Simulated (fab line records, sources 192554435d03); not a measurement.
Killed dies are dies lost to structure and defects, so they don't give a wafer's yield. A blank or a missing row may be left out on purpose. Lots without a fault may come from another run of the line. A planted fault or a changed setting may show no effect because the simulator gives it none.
fab line records | flow n5_finfet
record lots=4 wafers=12 last_day=17
route steps=1938 shown BEOL_M1@831 BEOL_M2@841 BEOL_M4@1111
lots that met no fault: from a run of the same line without faults
start_h: hours from the record's first day to the start of the lot's first wafer shown | wait_h: hours since the lot's step before | " the same as in the row above | L1.1+2: a row that stands for several wafers | - no value, or no start given | * or withheld: withheld | < > ~ a bound
route shown NAME@n: a module of which the file shows steps, and the number in the route of the first | usual: mean/standard deviation of fault-free wafers | same: alike in all rows | chamber/n: place in a boat | sites: the reading at each site | _std_site: their standard deviation | _edge_site: outer sites' mean less inner sites' | radius_mm: how far each site lies from the wafer's centre | mask NAME#n: copy n | behind: the tool/chamber that last shaped the wafer | hold: why the lot was held/for how many hours/how that ended | device: the transistor (n, p or np) that didn't switch | end of line: the same wafers' tests at the end of the route | a step without rows: its recipe alone | killed: dies lost to structure and defects at the first sort, not the wafer's yield | map: a wafer's dies, x killed, . not, _ none there
set.NAME: the setting as run; set.NAME@STEP: as run at that earlier step | model.NAME: the simulator's own value behind a step, which no gauge read
lots at some steps of the route; a table a step, a row a wafer
services: from which hour (start_h, from the record's first day; less than 0 if before it) a tool's chamber was out of use, for how many hours, and why
## steps
# step N5_BEOL_M1_ECD_50
# recipe material=Cu target_thk_a=3000
# step N5_BEOL_M1_ANNEAL_51
# recipe temp_c=225 time_s=90 ambient=N2
# step N5_BEOL_M1_CMP_52
# recipe stop_on=SiOC t_overpolish_s=6.8 down_force_psi=1 platen_rpm=50 clearing_platen_down_force_psi=1.5 clearing_platen_rpm=50 post_cmp_clean=cu_alkaline target_thk_nm=40 clearing_platen_pad_velocity_m_s=0.99484 pad_velocity_m_s=0.99484
# step N5_BEOL_M1_PRE_CLEAN_60
# recipe gas=NH3/H2 time_s=15 temp_c=* rf_power_w=300
# step N5_BEOL_M1_CO_CAP_55
# recipe material=Co target_thk_a=20 temp_c=200 precursor=CCTBA/H2 pressure_torr=30 time_s=102.1
# step N5_BEOL_M1_PRE_CLEAN_56
# recipe gas=NH3 time_s=15 temp_c=withheld rf_power_w=300
# step N5_BEOL_M1_DEP_57
# recipe material=SiCN target_thk_a=80 temp_c=withheld precursor=3MS/NH3 pressure_torr=3 rf_w=202 time_s=14
# step N5_BEOL_M2_ILD_DEP_00
# recipe material=SiOC target_thk_a=790 temp_c=350 precursor=DEMS/O2 pressure_torr=5 rf_w=500 time_s=15.3
# step N5_BEOL_M2_PECVD_72
# recipe material=SiO2 target_thk_a=160 temp_c=400 precursor=TEOS/O2 pressure_torr=5.5 rf_w=450 teos_flow_sccm=53.8 gas=O2 flow_sccm=3000 time_s=18
# usual heater_power_w=745/98 showerhead_plenum_p_Torr=8.81/0.055 susceptor_temp_C=400.01/0.24 throttle_valve_pct=22.4/1.3
# columns lot.wafer tool chamber start_h wait_h heater_power_w showerhead_plenum_p_Torr susceptor_temp_C throttle_valve_pct model.SiO2_of_BEOL_M2_PECVD_72.thk_nm
L773.3 pecvd-04 2 211.88 0.0 702 8.81 404.25 22.1 15.4
L773.4 " 2 " " 695 8.77 404.34 22.0 15.6
L773.5 " 0 " " 720 8.89 404.07 23.0 15.8
L776.1 pecvd-04 0 227.08 0.0 758 8.88 404.19 23.5 15.4
L776.4 " 0 " " 774 8.88 404.11 23.4 15.6
L776.5 " 0 " " 604 8.89 404.04 23.3 15.4
L780.2 pecvd-01 1 235.94 0.0 753 8.83 400.09 22.0 16
L780.3 " 2 " " 854 8.72 400.01 20.3 16.2
L780.6 " 2 " " 862 8.71 399.60 20.3 16.4
L785.3 pecvd-04 2 276.34 0.0 694 8.80 400.34 22.0 15.6
L785.4 " 1 " " 739 8.83 400.28 25.1 16
L785.6 " 0 " " 629 8.86 400.01 23.2 16
# step N5_BEOL_M2_HM_DEP_02
# recipe material=TiN target_thk_a=200 temp_c=25 chamber_pressure_pa=0.49996
# step N5_BEOL_M2_COAT_61
# recipe resist=SOC temp_c=250 time_s=60 spin_rpm=1500 resist_thk_nm=60
# step N5_BEOL_M2_COAT_62
# recipe resist=SiARC temp_c=220 time_s=60 spin_rpm=1500 resist_thk_nm=12
# step N5_BEOL_M2_COAT_73
# recipe resist=underlayer temp_c=205 time_s=60 spin_rpm=1500 resist_thk_nm=5
# step N5_BEOL_M2_COAT_05
# recipe resist=CAR-EUV spin_rpm=1500 resist_thk_nm=30
# step N5_BEOL_M2_EBR_07
# recipe solvent=PGMEA ebr_width_mm=1.5
# step N5_BEOL_M2_SOFTBAKE_06
# recipe temp_c=110 time_s=60 resist=CAR-EUV
# step N5_BEOL_M2_EXPOSE_08
# recipe mask_id=M2 na=0.33 source_shape=dipole sigma_inner=0.369 sigma_outer=0.767 polarization=unpolarized dose_mj=41.25
# step N5_BEOL_M2_PEB_09
# recipe peb_temp_c=100 peb_time_s=60 resist=CAR-EUV
# step N5_BEOL_M2_DEVELOP_10
# recipe develop_time_s=30 developer=TMAH resist=CAR-EUV rinse_liquid=surfactant_rinse dry=air_spin dev_temp_c=23
# step N5_BEOL_M2_DESCUM_16
# recipe chemistry=O2 time_s=7 source_power_w=50 bias_power_w=20 pressure_mtorr=20 rf_frequency_hz=2.712e+07 temp_c=40 resist=CAR-EUV o2_flow_sccm=225
# step N5_BEOL_M2_ETCH_74
# recipe chemistry=N2/H2 target=underlayer target_depth_a=65 mask_material=CAR-EUV time_s=5.2 ion_energy_ev=200 pressure_mtorr=30 source_w=840 bias_w=150 n2_flow_sccm=200 h2_flow_sccm=200 ends=cleared
# step N5_BEOL_M2_ETCH_63
# recipe chemistry=CF4 target=SiARC target_depth_a=156 mask_material=CAR-EUV time_s=26 ion_energy_ev=80 pressure_mtorr=40 source_w=545 bias_w=36 Ar_flow_sccm=100 cf4_flow_sccm=100 ends=cleared
# step N5_BEOL_M2_ETCH_64
# recipe chemistry=N2/H2 target=SOC target_depth_a=750 overetch_a=225 mask_material=SiARC temp_c=40 time_s=121.9 ion_energy_ev=200 pressure_mtorr=30 source_w=840 bias_w=150 n2_flow_sccm=200 h2_flow_sccm=200
# step N5_BEOL_M2_STRIP_65
# recipe chemistry=N2/H2 temp_c=40 n2_flow_sccm=200 h2_flow_sccm=200 rf_frequency_hz=6e+07
# step N5_BEOL_M2_STRIP_75
# recipe chemistry=N2/H2 temp_c=40 n2_flow_sccm=200 h2_flow_sccm=200 rf_frequency_hz=6e+07
# step N5_BEOL_M2_STRIP_66
# recipe chemistry=CF4 resist=SiARC power_w=300 bias_power_w=75 pressure_mtorr=50 cf4_flow_sccm=150 rf_frequency_hz=6e+07
# step N5_BEOL_M2_HM_OPEN_17
# recipe chemistry=Cl2/BCl3 target_depth_a=200 overetch_a=60 target=TiN mask_material=SOC ion_energy_ev=150 pressure_mtorr=10 icp_w=1000 bias_w=126 Cl2_flow_sccm=53.25 bcl3_flow_sccm=21.75 Ar_flow_sccm=25
# step N5_BEOL_M2_STRIP_19
# recipe chemistry=O2 power_w=400 temp_c=40 pressure_mtorr=30 rf_frequency_hz=6e+07 bias_power_w=0 overash_fraction=0.2 o2_flow_sccm=225
# step N5_BEOL_M2_COAT_67
# recipe resist=SOC temp_c=250 time_s=60 spin_rpm=1500 resist_thk_nm=60
# step N5_BEOL_M2_COAT_68
# recipe resist=SiARC temp_c=220 time_s=60 spin_rpm=1500 resist_thk_nm=12
# step N5_BEOL_M2_COAT_76
# recipe resist=underlayer temp_c=205 time_s=60 spin_rpm=1500 resist_thk_nm=5
# step N5_BEOL_M2_COAT_22
# recipe resist=CAR-EUV spin_rpm=1500 resist_thk_nm=30
# step N5_BEOL_M2_EBR_24
# recipe solvent=PGMEA ebr_width_mm=1.5
# step N5_BEOL_M2_SOFTBAKE_23
# recipe temp_c=110 time_s=60 resist=CAR-EUV
# step N5_BEOL_M2_HM_STRIP_39
# recipe chemistry=peroxide_tin_strip material=TiN target_depth_a=250 temp_c=50 time_s=158
# usual bath_guard_temp_C=49.9/0.39
# columns lot.wafer tool chamber start_h wait_h bath_guard_temp_C model.SiO2_of_BEOL_M2_PECVD_72.thk_nm
L773.3 wet_bench-03 4 215.01 0.0 49.8 15.2
L773.4 " 6 " " 49.1 15.4
L773.5 " 0 " " 49.3 15.6
L776.1 wet_bench-04 7 235.09 0.2 50.1 15.2
L776.4 " 6 " " 50.3 15.4
L776.5 " 4 " " 50.1 15.4
L780.2 wet_bench-03 4 241.80 0.0 49.5 15.8
L780.3 " 2 " " 49.6 16
L780.6 " 7 " " 49.8 16.4
L785.3 wet_bench-04 0 290.29 0.0 50.8 15.4
L785.4 " 2 " " 50.0 15.8
L785.6 " 4 " " 49.9 15.8
# step N5_BEOL_M4_RC_MEAS_101
# usual DIBL_N=36.6/2.1 DIBL_P=36.5/2.7 IOFF_N=0.17/0.043 IOFF_P=0.22/0.045 ION_N=674/17 ION_P=461/9.9 SS_N=71.7/0.79 SS_P=73.4/0.79 VT_N=249/4 VT_P=-250/3.3
# columns lot.wafer tool chamber start_h wait_h DIBL_N[mV/V] DIBL_P[mV/V] IOFF_N[nA/um] IOFF_P[nA/um] ION_N[uA/um] ION_P[uA/um] SS_N[mV/dec] SS_P[mV/dec] VT_N[mV] VT_P[mV]
L773.3 prober-02 0 242.78 0.3 34.5 33.3 0.13 0.15 682 460 71.2 72.1 251 -257
L773.4 " 0 " " 40.6 41.9 0.25 0.26 683 460 73.0 74.9 245 -252
L773.5 " 0 " " 38.3 39.2 0.21 0.22 697 473 72.5 74.2 250 -251
L776.1 prober-02 0 253.49 0.0 41.1 41.8 0.26 0.29 693 464 72.5 74.7 245 -247
L776.4 " 0 " " 33.5 32.8 0.11 0.15 646 445 70.7 72.3 254 -255
L776.5 " 0 " " 34.2 32.4 0.12 0.15 657 445 70.5 72.0 254 -255
L780.2 prober-01 0 267.99 0.2 34.6 35.1 0.13 0.18 658 449 71.1 73.7 255 -252
L780.3 " 0 " " 34.7 35.6 0.15 0.21 680 465 71.0 72.8 247 -249
L780.6 " 0 " " 33.9 34.1 0.12 0.17 658 456 71.0 72.2 253 -253
L785.3 prober-02 0 320.61 0.3 38.0 35.6 0.18 0.20 674 451 72.4 73.7 249 -249
L785.4 " 0 " " 35.6 33.7 0.13 0.17 678 462 71.6 73.0 254 -253
L785.6 " 0 " " 36.6 31.5 0.16 0.15 646 442 73.1 72.5 257 -253
## services
# columns tool chamber start_h hours kind
pecvd-01 0 196.20 4.1 repair
pecvd-01 2 202.38 - clean
pecvd-01 2 202.38 - consumable_replace:showerhead
pecvd-01 2 202.38 29.0 scheduled_down
pecvd-01 2 202.38 29.0 vent_cycle
pecvd-04 1 225.77 26.1 repair
wet_bench-04 - 243.97 1.9 pm
pecvd-01 - 262.33 14.6 pm
## key
first_sign step=N5_BEOL_M2_PECVD_72 reading=susceptor_temp_C direction=up sigmas=17 usual=* struck=*
effect none on later readings
model_effect step=N5_BEOL_M2_PECVD_72 value=SiO2_of_BEOL_M2_PECVD_72.thk_nm without=15.97 struck=15.53
model_effect step=N5_BEOL_M2_HM_STRIP_39 value=SiO2_of_BEOL_M2_PECVD_72.thk_nm without=15.8 struck=15.37
met_at N5_BEOL_M2_PECVD_72
struck_wafers L773.3,L773.4,L773.5,L776.1,L776.4,L776.5
fault kind=process_parameter_drift tool=pecvd-04 chamber=- onset_h=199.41 steps=N5_BEOL_M2_PECVD_72 channel=temp_c offset=* shape=step end_h=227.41 acts_in=* stated=*
